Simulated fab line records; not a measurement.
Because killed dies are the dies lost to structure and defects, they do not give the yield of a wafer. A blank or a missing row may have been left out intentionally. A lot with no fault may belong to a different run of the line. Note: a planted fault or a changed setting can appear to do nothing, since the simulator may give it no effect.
fab line records	flow n5-finfet
record: lots: 7	wafers: 39
route steps=1938 shown WELL_APT@26 FIN_SAQP@138 SD_EPI_N@292 GATE_CUT@467 BEOL_M0_SAQP@648 BEOL_M1@754 BEOL_M4@1086 BEOL_M8@1332 BEOL_M9@1446 BEOL_M11@1578 BEOL_M13@1706 TV_OPEN@1887 PASSIVATION@1936
start-h: start of the lot's first displayed wafer, in hours after the record's first day	wait-h: hours since the lot's step before	" as in the row above	L1.1+2: several wafers, shown together as one row	- either no value or no given start	* or withheld: withheld	< > ~ a bound
route shown NAME@n: a module of which the file shows steps, and the number in the route of the first	usual: mean/standard deviation taken from wafers without a fault	same: alike in all rows	chamber/n: place in a boat	sites: readings site by site	_std_site: the values' standard deviation	_edge_site: mean of outer sites minus mean of inner sites	radius-mm: for every site, how far away it sits from the centre of the wafer	mask NAME#n: copy n	behind: tool/chamber where the wafer was last shaped	hold: why the lot was held/for how many hours/how that ended	device: which transistor (n, p or np) failed to switch	end of line: the route-end tests of the same wafers	for a step that has no rows: nothing shown but its recipe	killed: dies that structure and defects cost at the first sort, which is not the same as the wafer's yield	map: shows each die of a wafer: x if killed, . if not, _ if none is there
set.NAME: the setting as run; set.NAME@STEP: as run at that earlier step	model.NAME: the simulator's own value behind a step, which no gauge read
lots with deliberately changed settings; one table per step, one row per wafer
== steps ==
step: N5_WELL_APT_DEVELOP_07
recipe: develop-time-s: 45	rinse-liquid: surfactant-rinse	dry: air-spin	dev-temp-c: 21
step: N5_FIN_SAQP_SPACER2_ALD_28
recipe: material: SiO2	target-thk-a: 81	temp-c: 300	ald-precursor-family: BDEAS	ald-co-reactant: O2-plasma	pulse-time-s: 1	purge-time-s: 2	co-reactant-purge-time-s: 2	pressure-torr: 2
step: N5_SD_EPI_N_PRECLEAN_49
recipe: chemistry: NF3:NH3	afs-cycles: 1	temp-c: 30	time-s: 20	sublimation-temp-c: 180	sublimation-time-s: 60	pressure-torr: 3	rf-power-w: 30
step: N5_GATE_CUT_ETCHBACK_30
recipe: chemistry: Cl2/Ar	target: TiN	target-depth-a: 30	mode: isotropic	pressure-mtorr: 10	icp-w: 600	bias-w: 60	Cl2_flow_sccm: 40	Ar_flow_sccm: 60
step: N5_BEOL_M0_SAQP_DEVELOP_13
recipe: develop-time-s: 30	developer: TMAH	resist: CAR-ArF	dev-temp-c: 23	rinse-liquid: diw	dry: air-spin
step: N5_BEOL_M1_HM_DEP_02
recipe: material: TiN	target-thk-a: 200	temp-c: 25	chamber-pressure-pa: 0.49996
step: N5_BEOL_M1_SPUTTER_81
recipe: material: Cu	target-thk-a: 45	temp-c: -20	chamber-pressure-pa: 0.07	power-w: withheld	time-s: 8.29
step: N5_BEOL_M4_SPUTTER_79
step: N5_BEOL_M8_ILD_DEP_00
recipe: material: SiCOH_lowk	target-thk-a: 1797.5	temp-c: 300	precursor: DEMS/porogen	pressure-torr: 5	rf-w: 500	time-s: 33.4
step: N5_BEOL_M9_TRENCH_ETCH_37
recipe: chemistry: C4F6/O2	target-depth-a: 1514.3	target: SiCOH_lowk	time-s: 49	ion-energy-ev: 250	pressure-mtorr: 30	source-w: 345	bias-w: 185	Ar_flow_sccm: 300	C4F6_flow_sccm: 10	O2_flow_sccm: 10
step: N5_BEOL_M11_TRENCH_ETCH_37
recipe: chemistry: C4F6/O2	target-depth-a: 1488.3	target: SiCOH_lowk	time-s: 48	ion-energy-ev: 250	pressure-mtorr: 30	source-w: 345	bias-w: 185	Ar_flow_sccm: 300	C4F6_flow_sccm: 10	O2_flow_sccm: 10
step: N5_BEOL_M13_SPUTTER_44
recipe: material: Ta	target-thk-a: 100	temp-c: 50	bias-v: 80	power-w: 15000	chamber-pressure-pa: 0.07	time-s: 16.13
step: N5_PASSIVATION_PASS_ETCH_74
recipe: chemistry: CF4/O2	target: SiNx	target-depth-a: 2200	time-s: 110	ion-energy-ev: 100	pressure-mtorr: 40	source-w: 535	bias-w: 49	Ar_flow_sccm: 100	cf4-flow-sccm: 100	O2_flow_sccm: 10
step: N5_PASSIVATION_PROBE_49
usual: defect-limited-yield: 91.6/1.4	killed-at-other: 4/3.1	killed-dies: 99/16	sort_bin_5_function: 4.9/0.9
lot.wafer	tool	chamber	start-h	wait-h	set.develop-time-s@WELL_APT_DEVELOP_07	set.target-thk-a@FIN_SAQP_SPACER2_ALD_28	set.time-s@SD_EPI_N_PRECLEAN_49	set.target-depth-a@GATE_CUT_ETCHBACK_30	set.develop-time-s@BEOL_M0_SAQP_DEVELOP_13	set.target-thk-a@BEOL_M1_HM_DEP_02	set.target-thk-a@BEOL_M1_SPUTTER_81	set.time-s@BEOL_M4_SPUTTER_79	set.target-thk-a@BEOL_M8_ILD_DEP_00	set.target-depth-a@BEOL_M9_TRENCH_ETCH_37	set.time-s@BEOL_M11_TRENCH_ETCH_37	set.target-thk-a@BEOL_M13_SPUTTER_44	set.target-depth-a@PASSIVATION_PASS_ETCH_74	defect-limited-yield[%]	killed-at-other	killed-dies	sort_bin_5_function[%]
L078.1	prober-01	-	331.51	0.0	45	98.16	20	47.76	30	255.7	45	8.29	1797.5	1514.3	48	100	999.9	4.7	994	1125	90.6
L078.2	prober-01	-	331.56	0.1	45	81	23.16	47.76	30	255.7	67.17	8.29	1523	1514.3	28.36	100	999.9	3.1	1027	1144	91.6
L078.3	prober-01	-	331.61	0.1	45	98.16	20	47.76	37.35	200	45	8.29	1797.5	1514.3	28.36	100	2200	78.8	15	250	6.8
L078.4	prober-01	-	331.66	0.2	45	81	23.16	30	30	200	67.17	8.29	1523	1514.3	28.36	100	2200	86.1	2	164	5.3
L078.5	prober-01	-	331.71	0.2	45	98.16	23.16	30	37.35	200	45	8.29	1523	1514.3	48	100	2200	90.2	2	116	6.0
L078.6	prober-01	-	331.76	0.3	45	81	20	30	37.35	255.7	67.17	8.29	1797.5	1514.3	48	100	999.9	8.3	987	1082	88.1
L080.1	prober-02	-	335.16	0.0	45	81	20	47.7	38.06	275.8	45	8.29	1797.5	1514.3	56.3	46.97	2200	76.3	5	280	18.1
L080.2	prober-02	-	335.21	0.1	25.84	62.43	20	47.7	30	275.8	57.9	8.29	1797.5	2089	48	100	2200	83.4	2	196	12.8
L080.3	prober-02	-	335.26	0.1	45	62.43	12.12	47.7	38.06	200	45	11.41	1167	1514.3	48	100	2200	86.8	1	156	5.6
L080.4	prober-02	-	335.31	0.2	25.84	62.43	12.12	30	30	275.8	45	11.41	1167	2089	48	46.97	2200	79.0	3	248	17.4
L080.5	prober-02	-	335.36	0.2	45	81	20	30	30	200	57.9	11.41	1797.5	1514.3	56.3	100	2200	91.4	2	101	5.2
L080.6	prober-02	-	335.41	0.3	25.84	81	12.12	30	38.06	200	57.9	8.29	1167	2089	56.3	46.97	2200	92.1	3	93	4.2
L079.1	prober-01	-	336.55	0.0	45	106.2	20	30	30	200	45	8.29	1797.5	1514.3	48	145.3	2200	91.8	0	97	4.4
L079.2	prober-01	-	336.60	0.1	45	106.2	20	20.21	36.14	125.1	45	8.29	1797.5	1514.3	48	100	2200	91.6	0	99	4.9
L079.3	prober-01	-	336.65	0.1	45	81	20	20.21	30	200	45	10.66	1797.5	1514.3	48	145.3	1192	45.6	537	642	50.6
L079.4	prober-01	-	336.70	0.2	45	81	20	20.21	36.14	200	45	8.29	1797.5	1514.3	48	100	1192	41.9	600	686	55.1
L079.5	prober-01	-	336.75	0.2	45	106.2	20	30	36.14	125.1	45	10.66	1797.5	1514.3	48	145.3	1192	34.1	679	778	62.3
L079.6	prober-01	-	336.80	0.3	45	81	20	30	30	125.1	45	10.66	1797.5	1514.3	48	100	2200	91.4	9	101	5.7
L089.3	prober-02	-	391.47	0.1	45	81	20	30	30	200	45	8.29	1797.5	1514.3	48	100	2200	93.6	9	75	4.3
L089.4	prober-02	-	391.52	0.2	45	81	20	30	30	200	45	8.29	1797.5	1514.3	48	100	2200	92.0	4	94	4.7
L089.5	prober-02	-	391.57	0.2	45	81	20	30	30	200	45	8.29	1797.5	1514.3	48	100	2200	91.4	4	101	4.7
L088.1	prober-01	-	397.92	0.0	45	81	20	30	30	141	45	8.29	1797.5	1514.3	33.68	52.7	2758	89.4	0	125	6.2
L088.2	prober-01	-	397.97	0.1	45	66.96	20	30	30	200	33.35	8.29	1459	1514.3	33.68	52.7	2200	92.6	1	87	4.4
L088.3	prober-01	-	398.02	0.1	45	66.96	20	30	45.88	141	33.35	5.486	1459	1514.3	48	100	2758	92.5	2	88	4.7
L088.4	prober-01	-	398.07	0.2	45	66.96	20	39.17	45.88	200	45	8.29	1797.5	1514.3	48	100	2200	91.5	3	100	4.9
L088.5	prober-01	-	398.12	0.2	45	81	20	39.17	30	141	33.35	5.486	1797.5	1514.3	48	52.7	2758	92.5	3	89	4.2
L088.6	prober-01	-	398.17	0.3	45	81	20	39.17	45.88	200	45	5.486	1459	1514.3	33.68	100	2200	91.2	4	104	4.5
L090.1	prober-02	-	414.47	0.0	45	56.17	20	30	30	162	45	8.29	2609	950.5	38.23	100	2200	0	4	1180	95.9
L090.2	prober-02	-	414.52	0.1	45	56.17	20	30	30	200	45	8.29	1797.5	1514.3	48	100	2200	91.4	2	102	4.8
L090.3	prober-02	-	414.57	0.1	63.65	81	20	30	30	200	52.91	8.29	1797.5	1514.3	38.23	154.6	1330	86.1	55	164	10.0
L090.4	prober-02	-	414.62	0.2	63.65	81	20	30	30	162	45	4.82	2609	950.5	48	154.6	1330	0	5	1180	95.9
L090.5	prober-02	-	414.67	0.2	45	81	20	30	30	200	52.91	4.82	2609	1514.3	38.23	100	1330	0	2	1180	96.6
L090.6	prober-02	-	414.72	0.3	63.65	56.17	20	30	30	162	52.91	4.82	1797.5	950.5	48	154.6	2200	87.9	1	143	5.9
L095.1	prober-02	-	433.72	0.0	45	110.3	20	30	30	200	66.4	8.29	2518	1514.3	48	128	2200	93.3	2	79	3.8
L095.2	prober-02	-	433.77	0.1	45	81	8.555	19.18	34.73	200	45	8.29	1797.5	691.8	48	128	2200	0	1	1180	97.3
L095.3	prober-02	-	433.82	0.1	21.07	81	8.555	19.18	30	200	66.4	8.29	1797.5	1514.3	48	100	2200	90.3	4	114	5.3
L095.4	prober-02	-	433.87	0.2	21.07	110.3	20	19.18	34.73	200	66.4	5.125	2518	691.8	48	100	2200	0	3	1180	96.9
L095.5	prober-02	-	433.92	0.2	21.07	110.3	8.555	30	30	200	45	5.125	2518	691.8	48	100	2200	0	2	1180	97.3
L095.6	prober-02	-	433.97	0.3	45	81	20	30	34.73	200	45	5.125	1797.5	1514.3	48	128	2200	90.8	4	108	5.5
killed by level:class
L078.1 TV_OPEN:area-etch=988 FIN_SAQP:geometric-particle:short=22 FIN_SAQP:geometric-particle:open=14 MOL_CONTACT_COAG:geometric-particle:open=13 BEOL_M4:geometric-particle:open=11 STI_FIN_REVEAL:geometric-particle:open=10 DUMMY_GATE:geometric-particle:open=7 BEOL_M2:geometric-particle:open=5
L078.2 TV_OPEN:area-etch=1022 MOL_CONTACT_COAG:geometric-particle:open=9 BEOL_M2:geometric-particle:open=9 BEOL_M2:geometric-particle:short=8 FIN_SAQP:geometric-particle:open=7 FIN_SAQP:geometric-particle:short=6 BEOL_M1:geometric-particle:open=6 STI_FIN_REVEAL:geometric-particle:open=5
L078.3 BEOL_M11:area-ecd=111 MOL_CONTACT_COAG:geometric-particle:open=20 DUMMY_GATE:geometric-particle:open=18 STI_FIN_REVEAL:geometric-particle:open=12 BEOL_M3:geometric-particle:open=9 MOL_CONTACT_COAG:geometric-particle:short=7 BEOL_M0_SAQP:geometric-particle:open=6 BEOL_M2:geometric-particle:open=5
L078.4 BEOL_M11:area-ecd=54 MOL_CONTACT_COAG:geometric-particle:open=13 STI_FIN_REVEAL:geometric-particle:open=12 FIN_SAQP:geometric-particle:short=8 FIN_SAQP:geometric-particle:open=7 MOL_CONTACT_COAG:geometric-particle:short=6 BEOL_M0_SAQP:geometric-particle:open=6 DUMMY_GATE:geometric-particle:open=5
L078.5 MOL_CONTACT_COAG:geometric-particle:open=23 BEOL_M1:geometric-particle:open=11 STI_FIN_REVEAL:geometric-particle:open=10 DUMMY_GATE:geometric-particle:open=10 BEOL_M4:geometric-particle:open=8 BEOL_M2:geometric-particle:open=5 BEOL_M3:geometric-particle:open=5 ILD0:geometric-particle:open=4
L078.6 TV_OPEN:area-etch=983 BEOL_M1:geometric-particle:open=11 STI_FIN_REVEAL:geometric-particle:open=9 MOL_CONTACT_COAG:geometric-particle:open=8 BEOL_M4:geometric-particle:open=7 BEOL_M4:geometric-particle:short=6 DUMMY_GATE:geometric-particle:open=6 BEOL_M0_SAQP:geometric-particle:short=4
L080.1 BEOL_M1:area-open=153 HKMG_FIN:area-etch=23 FIN_SAQP:geometric-particle:open=15 FIN_SAQP:geometric-particle:short=11 BEOL_M0_SAQP:geometric-particle:short=9 BEOL_M0_SAQP:geometric-particle:open=9 STI_FIN_REVEAL:geometric-particle:open=6 MOL_CONTACT_COAG:geometric-particle:open=6
L080.2 BEOL_M1:area-open=101 BEOL_M0_SAQP:geometric-particle:open=10 MOL_CONTACT_COAG:geometric-particle:open=10 BEOL_M2:geometric-particle:open=8 FIN_SAQP:geometric-particle:open=6 BEOL_M1:geometric-particle:short=6 STARTING-WAFER:geometric-particle:open=6 FIN_SAQP:geometric-particle:short=5
L080.3 BEOL_M8:area-dep=45 STI_FIN_REVEAL:geometric-particle:open=13 MOL_CONTACT_COAG:geometric-particle:open=12 BEOL_M2:geometric-particle:open=9 FIN_SAQP:geometric-particle:open=8 BEOL_M1:geometric-particle:open=8 BEOL_M0_SAQP:geometric-particle:short=8 BEOL_M3:geometric-particle:open=7
L080.4 BEOL_M1:area-open=155 MOL_CONTACT_COAG:geometric-particle:open=7 GATE_CUT:geometric-particle:short=6 BEOL_M1:geometric-particle:open=6 BEOL_M3:geometric-particle:open=6 FIN_SAQP:geometric-particle:short=5 FIN_SAQP:geometric-particle:open=5 BEOL_M4:geometric-particle:open=5
L080.5 MOL_CONTACT_COAG:geometric-particle:open=15 BEOL_M0_SAQP:geometric-particle:open=9 BEOL_M2:geometric-particle:open=8 FIN_SAQP:geometric-particle:open=7 STI_FIN_REVEAL:geometric-particle:open=7 BEOL_M0_SAQP:geometric-particle:short=6 DUMMY_GATE:geometric-particle:open=5 FIN_SAQP:geometric-particle:short=4
L080.6 MOL_CONTACT_COAG:geometric-particle:open=12 BEOL_M2:geometric-particle:open=10 FIN_SAQP:geometric-particle:open=9 BEOL_M1:geometric-particle:open=8 STI_FIN_REVEAL:geometric-particle:open=7 GATE_CUT:geometric-particle:short=4 BEOL_M0_SAQP:geometric-particle:open=4 BEOL_M5:geometric-particle:open=4
L079.1 BEOL_M2:geometric-particle:open=14 MOL_CONTACT_COAG:geometric-particle:open=14 FIN_SAQP:geometric-particle:open=9 BEOL_M1:geometric-particle:open=9 BEOL_M4:geometric-particle:open=8 HKMG_FIN:area-etch=8 STARTING-WAFER:geometric-particle:open=4 BEOL_M0_SAQP:geometric-particle:short=4
L079.2 BEOL_M2:geometric-particle:open=20 MOL_CONTACT_COAG:geometric-particle:open=12 BEOL_M0_SAQP:geometric-particle:short=12 FIN_SAQP:geometric-particle:short=9 BEOL_M0_SAQP:geometric-particle:open=9 BEOL_M4:geometric-particle:open=8 FIN_SAQP:geometric-particle:open=6 BEOL_M3:geometric-particle:open=3
L079.3 TV_OPEN:area-etch=535 FIN_SAQP:geometric-particle:open=12 FIN_SAQP:geometric-particle:short=10 BEOL_M2:geometric-particle:open=10 BEOL_M0_SAQP:geometric-particle:open=8 BEOL_M0:geometric-particle:open=8 BEOL_M0_SAQP:geometric-particle:short=7 BEOL_M5:geometric-particle:open=7
L079.4 TV_OPEN:area-etch=599 FIN_SAQP:geometric-particle:short=10 MOL_CONTACT_COAG:geometric-particle:open=8 BEOL_M2:geometric-particle:open=8 FIN_SAQP:geometric-particle:open=7 BEOL_M0_SAQP:geometric-particle:short=6 BEOL_M0_SAQP:geometric-particle:open=6 GATE_CUT:geometric-particle:short=4
L079.5 TV_OPEN:area-etch=679 MOL_CONTACT_COAG:geometric-particle:open=13 BEOL_M2:geometric-particle:open=12 BEOL_M4:geometric-particle:open=10 BEOL_M0_SAQP:geometric-particle:open=9 BEOL_M0_SAQP:geometric-particle:short=8 FIN_SAQP:geometric-particle:short=6 BEOL_M1:geometric-particle:open=6
L079.6 BEOL_M2:geometric-particle:open=17 BEOL_M0_SAQP:geometric-particle:open=10 FIN_SAQP:geometric-particle:open=9 MOL_CONTACT_COAG:geometric-particle:open=8 BEOL_M4:geometric-particle:open=7 BEOL_M1:geometric-particle:open=6 FIN_SAQP:geometric-particle:short=5 BEOL_M0_SAQP:geometric-particle:short=5
L089.3 BEOL_M0_SAQP:geometric-particle:open=7 BEOL_M0_SAQP:geometric-particle:short=6 BEOL_M3:geometric-particle:open=5 FIN_SAQP:geometric-particle:open=4 MOL_CONTACT_COAG:geometric-particle:short=4 MOL_CONTACT_COAG:geometric-particle:open=4 BEOL_M5:geometric-particle:open=3 GATE_CUT:geometric-particle:short=3
L089.4 MOL_CONTACT_COAG:geometric-particle:open=12 BEOL_M3:geometric-particle:open=9 GATE_CUT:geometric-particle:short=6 MOL_CONTACT_COAG:geometric-particle:short=6 BEOL_M0_SAQP:geometric-particle:open=6 BEOL_M1:geometric-particle:open=6 FIN_SAQP:geometric-particle:short=5 STI_FIN_REVEAL:geometric-particle:open=5
L089.5 MOL_CONTACT_COAG:geometric-particle:open=13 STI_FIN_REVEAL:geometric-particle:open=11 BEOL_M1:geometric-particle:open=9 BEOL_M0_SAQP:geometric-particle:short=7 FIN_SAQP:geometric-particle:short=6 MOL_CONTACT_COAG:geometric-particle:short=6 BEOL_M0_SAQP:geometric-particle:open=6 BEOL_M3:geometric-particle:short=5
L088.1 MOL_CONTACT_COAG:geometric-particle:open=19 FIN_SAQP:geometric-particle:open=13 BEOL_M0_SAQP:geometric-particle:short=11 FIN_SAQP:geometric-particle:short=10 BEOL_M0_SAQP:geometric-particle:open=9 DUMMY_GATE:geometric-particle:open=6 GATE_CUT:geometric-particle:short=6 HKMG_FIN:area-etch=6
L088.2 MOL_CONTACT_COAG:geometric-particle:open=13 DUMMY_GATE:geometric-particle:open=8 STI_FIN_REVEAL:geometric-particle:open=7 BEOL_M1:geometric-particle:open=7 GATE_CUT:geometric-particle:short=6 FIN_SAQP:geometric-particle:open=5 MOL_CONTACT_COAG:geometric-particle:short=5 BEOL_M5:geometric-particle:open=5
L088.3 FIN_SAQP:geometric-particle:short=19 MOL_CONTACT_COAG:geometric-particle:open=16 FIN_SAQP:geometric-particle:open=5 DUMMY_GATE:geometric-particle:open=4 GATE_CUT:geometric-particle:short=4 BEOL_M2:geometric-particle:open=4 STI_FIN_REVEAL:geometric-particle:open=3 STARTING-WAFER:geometric-particle:open=3
L088.4 MOL_CONTACT_COAG:geometric-particle:open=22 DUMMY_GATE:geometric-particle:open=7 FIN_SAQP:geometric-particle:open=6 MOL_CONTACT_COAG:geometric-particle:short=6 STI_FIN_REVEAL:geometric-particle:open=5 BEOL_M0:geometric-particle:open=5 BEOL_M1:geometric-particle:short=4 BEOL_M1:geometric-particle:open=4
L088.5 MOL_CONTACT_COAG:geometric-particle:open=15 STI_FIN_REVEAL:geometric-particle:open=7 DUMMY_GATE:geometric-particle:open=7 GATE_CUT:geometric-particle:short=5 BEOL_M0:geometric-particle:open=5 BEOL_M3:geometric-particle:open=5 BEOL_M4:geometric-particle:open=4 BEOL_M5:geometric-particle:open=4
L088.6 FIN_SAQP:geometric-particle:short=19 MOL_CONTACT_COAG:geometric-particle:open=15 BEOL_M0_SAQP:geometric-particle:short=10 FIN_SAQP:geometric-particle:open=9 MOL_CONTACT_COAG:geometric-particle:short=6 BEOL_M5:geometric-particle:open=6 BEOL_M0_SAQP:geometric-particle:open=5 PASS1_CAP:geometric-particle:short=4
L090.1 BEOL_M8:area-etch=1059 STI_FIN_REVEAL:geometric-particle:open=27 FIN_SAQP:geometric-particle:short=9 ILD0:geometric-particle:open=6 BEOL_M3:geometric-particle:open=6 ILD0:geometric-particle:short=5 MOL_CONTACT_COAG:geometric-particle:open=5 BEOL_M4:geometric-particle:open=5
L090.2 STI_FIN_REVEAL:geometric-particle:open=16 FIN_SAQP:geometric-particle:open=10 BEOL_M1:geometric-particle:open=10 MOL_CONTACT_COAG:geometric-particle:open=8 BEOL_M4:geometric-particle:open=8 BEOL_M2:geometric-particle:open=6 STI_FIN_REVEAL:geometric-particle:short=4 GATE_CUT:geometric-particle:short=4
L090.3 TV_OPEN:area-etch=54 BEOL_M2:geometric-particle:open=11 MOL_CONTACT_COAG:geometric-particle:open=8 BEOL_M4:geometric-particle:open=8 BEOL_M0_SAQP:geometric-particle:open=7 STI_FIN_REVEAL:geometric-particle:open=6 BEOL_M1:geometric-particle:open=6 BEOL_M3:geometric-particle:open=5
L090.4 BEOL_M8:area-etch=1072 STI_FIN_REVEAL:geometric-particle:open=10 BEOL_M2:geometric-particle:open=10 MOL_CONTACT_COAG:geometric-particle:open=9 BEOL_M1:geometric-particle:open=7 BEOL_M3:geometric-particle:open=6 FIN_SAQP:geometric-particle:short=5 BEOL_M0_SAQP:geometric-particle:short=5
L090.5 BEOL_M8:area-etch=1092 STI_FIN_REVEAL:geometric-particle:open=12 MOL_CONTACT_COAG:geometric-particle:open=12 BEOL_M3:geometric-particle:open=10 BEOL_M2:geometric-particle:open=7 BEOL_M0_SAQP:geometric-particle:open=6 MOL_CONTACT_COAG:geometric-particle:short=4 BEOL_M1:geometric-particle:open=4
L090.6 STI_FIN_REVEAL:geometric-particle:open=23 BEOL_M9:area-ecd=19 MOL_CONTACT_COAG:geometric-particle:open=17 BEOL_M2:geometric-particle:open=8 BEOL_M0_SAQP:geometric-particle:open=7 FIN_SAQP:geometric-particle:short=6 GATE_CUT:geometric-particle:short=6 MOL_CONTACT_COAG:geometric-particle:short=6
L095.1 BEOL_M0_SAQP:geometric-particle:open=11 BEOL_M0_SAQP:geometric-particle:short=11 FIN_SAQP:geometric-particle:open=7 MOL_CONTACT_COAG:geometric-particle:open=7 DUMMY_GATE:geometric-particle:open=5 BEOL_M4:geometric-particle:open=5 BEOL_M3:geometric-particle:open=4 FIN_SAQP:geometric-particle:short=3
L095.2 BEOL_M9:area-etch=1079 BEOL_M2:geometric-particle:open=14 FIN_SAQP:geometric-particle:short=10 BEOL_M4:geometric-particle:open=9 MOL_CONTACT_COAG:geometric-particle:open=8 FIN_SAQP:geometric-particle:open=7 DUMMY_GATE:geometric-particle:open=7 BEOL_M0_SAQP:geometric-particle:short=5
L095.3 BEOL_M0_SAQP:geometric-particle:short=14 MOL_CONTACT_COAG:geometric-particle:open=12 BEOL_M4:geometric-particle:open=9 BEOL_M0_SAQP:geometric-particle:open=8 BEOL_M2:geometric-particle:open=8 FIN_SAQP:geometric-particle:open=5 DUMMY_GATE:geometric-particle:open=5 BEOL_M1:geometric-particle:open=5
L095.4 BEOL_M9:area-etch=1087 FIN_SAQP:geometric-particle:short=12 BEOL_M0_SAQP:geometric-particle:short=12 BEOL_M0_SAQP:geometric-particle:open=10 STARTING-WAFER:geometric-particle:open=8 BEOL_M4:geometric-particle:open=6 FIN_SAQP:geometric-particle:open=5 MOL_CONTACT_COAG:geometric-particle:open=5
L095.5 BEOL_M8:area-etch=1088 MOL_CONTACT_COAG:geometric-particle:open=13 BEOL_M3:geometric-particle:open=10 BEOL_M0_SAQP:geometric-particle:open=9 BEOL_M0_SAQP:geometric-particle:short=9 FIN_SAQP:geometric-particle:open=7 FIN_SAQP:geometric-particle:short=7 STARTING-WAFER:geometric-particle:open=6
L095.6 BEOL_M0_SAQP:geometric-particle:open=20 BEOL_M0_SAQP:geometric-particle:short=11 DUMMY_GATE:geometric-particle:open=9 BEOL_M1:geometric-particle:open=8 BEOL_M4:geometric-particle:open=7 BEOL_M7:geometric-particle:open=7 STI_FIN_REVEAL:geometric-particle:open=6 MOL_CONTACT_COAG:geometric-particle:open=5
== key ==
split: step: N5_WELL_APT_DEVELOP_07	setting: develop-time-s	stated-as: 45
response none clear
split: step: N5_FIN_SAQP_SPACER2_ALD_28	setting: target-thk-a	stated-as: 81
response none clear
split: step: N5_SD_EPI_N_PRECLEAN_49	setting: time-s	stated-as: 20
response none clear
split: step: N5_GATE_CUT_ETCHBACK_30	setting: target-depth-a	stated-as: 30
response none clear
split: step: N5_BEOL_M0_SAQP_DEVELOP_13	setting: develop-time-s	stated-as: 30
response none clear
split: step: N5_BEOL_M1_HM_DEP_02	setting: target-thk-a	stated-as: 200
response none clear
split: step: N5_BEOL_M1_SPUTTER_81	setting: target-thk-a	stated-as: 45
response none clear
split: step: N5_BEOL_M4_SPUTTER_79	setting: time-s	stated-as: 8.29
response none clear
split: step: N5_BEOL_M8_ILD_DEP_00	setting: target-thk-a	stated-as: 1797.5
response none clear
split: step: N5_BEOL_M9_TRENCH_ETCH_37	setting: target-depth-a	stated-as: 1514.3
response none clear
split: step: N5_BEOL_M11_TRENCH_ETCH_37	setting: time-s	stated-as: 48
response none clear
split: step: N5_BEOL_M13_SPUTTER_44	setting: target-thk-a	stated-as: 100
response none clear
split: step: N5_PASSIVATION_PASS_ETCH_74	setting: target-depth-a	stated-as: 2200
response: step: N5_PASSIVATION_PROBE_49	reading: killed-at-other	slope: -12.7	per: 1%	together-with: all	explained: 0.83
response: step: N5_PASSIVATION_PROBE_49	reading: killed-dies	slope: -15.6	per: 1%	together-with: all	explained: 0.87
response: step: N5_PASSIVATION_PROBE_49	reading: defect-limited-yield	slope: +1.32	per: 1%	together-with: all	explained: 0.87
response: step: N5_PASSIVATION_PROBE_49	reading: sort_bin_5_function	slope: -1.36	per: 1%	together-with: all	explained: 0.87
